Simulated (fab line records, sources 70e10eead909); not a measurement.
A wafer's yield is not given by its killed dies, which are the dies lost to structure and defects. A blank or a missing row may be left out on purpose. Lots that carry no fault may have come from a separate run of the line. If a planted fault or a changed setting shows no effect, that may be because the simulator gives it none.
Comparing a struck lot with a sound one | flow nandHarc | 18 out of 1159 route steps
Sound: these wafers, L500.2, L500.4, L500.6. The struck wafers were L491.3, L491.4, L491.5. The cause is named last.
At each step with rows: each side's tool, then ch and its chambers, then its first start. Under that, the readings that differ: sound wafers | struck wafers | difference of the means | sigmas: that difference in standard deviations of wafers without a fault.
alike: readings whose means differ by less than 2 such deviations, and words and numbers that are the same on both sides. not compared: withheld readings, readings that some wafer has no value for, bounds like >300 that may hide the same value, and numbers for which the record gives no deviation and whose values overlap.
Wherever a step has rows on one side only, a row that says differs or no value, or a row with sigmas, the two part there. Numbers that have no deviation but don't overlap get no sigmas and don't part them. Lack of a reading on every wafer of one side parts them only where that side has two or more wafers.

NHARC_P_GATE_CD_MEAS_46: target cd 720 nm.
  sound on cdSem-02 ch 0, day 8 11:11; struck on cdSem-02 ch 0, day 5 23:19
  alike: cdNm
then, 1 step without rows for these wafers: NHARC_P_GATE_HARDBAKE_47 (time 80 s).
NHARC_P_GATE_DESCUM_48: chemistry O2, time 3 s.
  sound on rieDiel-06 ch 2,3, day 8 11:29; struck on rieDiel-06 ch 0,1, day 5 23:29
reading                  | sound       | struck      | difference | sigmas
drypumpMotorCurrentA (A) | 6.4 5.9 6.4 | 5.6 5.1 5.6 | -0.8       | -2
  alike: oesProductAu, rfVppV, showerheadPlenumPTorr, throttleValvePct
  not compared: rfHoursCounterH
following that, these wafers have no rows for 1 step: NHARC_P_GATE_IMPLANT_49.
NHARC_P_GATE_STRIP_111: strips in N2/H2, time 250 s.
  sound on plasmaAsher-02 ch 0,1, day 8 12:04; struck on plasmaAsher-01 ch 0,1, day 5 23:56
  alike: drypumpMotorCurrentA, heaterPowerW
  not compared: rfHoursCounterH
NHARC_P_GATE_STRIP_75: strips in O2.
  sound on plasmaAsher-02 ch 0,1, day 8 12:20; struck on plasmaAsher-01 ch 0,1, day 6 00:10
  alike: drypumpMotorCurrentA, heaterPowerW
  not compared: rfHoursCounterH
then, 6 steps without rows for these wafers: NHARC_P_GATE_STRIP_50 (strips in SPM, time 900 s); NHARC_P_GATE_DEHYDRATE_51 (time 120 s); NHARC_P_GATE_HMDS_52 (time 30 s); NHARC_P_GATE_COAT_53; NHARC_P_GATE_SOFTBAKE_54 (time 95 s); NHARC_P_GATE_EBR_55.
NHARC_P_GATE_EXPOSE_56: exposes mask P PSD, target cd 720 nm.
  sound on krfScanner-01 ch 0, day 8 13:05; struck on krfScanner-03 ch 0, day 6 00:47
reading | sound                   | struck                           | difference | sigmas
mask    | P_PSD#0 P_PSD#0 P_PSD#0 | P_PSD_R1#0 P_PSD_R1#0 P_PSD_R1#0 | differs    | 
  alike: stageVelMmS
then, 2 steps without rows for these wafers: NHARC_P_GATE_PEB_57 (peb time 85 s); NHARC_P_GATE_DEVELOP_58 (time 70 s).
NHARC_P_GATE_CD_MEAS_59: target cd 720 nm.
  sound on cdSem-01 ch 0, day 8 13:15; struck on cdSem-01 ch 0, day 6 00:56
reading   | sound             | struck            | difference | sigmas
cdNm (nm) | 716.4 717.7 720.9 | 781.9 779.1 781.3 | +62.4      | +23
then, 1 step without rows for these wafers: NHARC_P_GATE_HARDBAKE_60 (time 80 s).
-- the record jumps here: 14 days lie between the struck wafers' starts before and after (it left off in module P_GATE and takes up again in module END, whose first step shown is number 1159 of the route) --
NHARC_END_SORT_01:
  the record has rows for the struck wafers here (prober-01 ch 0, day 19 15:07) and none for the sound ones

== WHERE THEY PART ==
First at NHARC_P_GATE_DESCUM_48; last, within this record, at NHARC_END_SORT_01.

WHY: the cause the simulator had injected
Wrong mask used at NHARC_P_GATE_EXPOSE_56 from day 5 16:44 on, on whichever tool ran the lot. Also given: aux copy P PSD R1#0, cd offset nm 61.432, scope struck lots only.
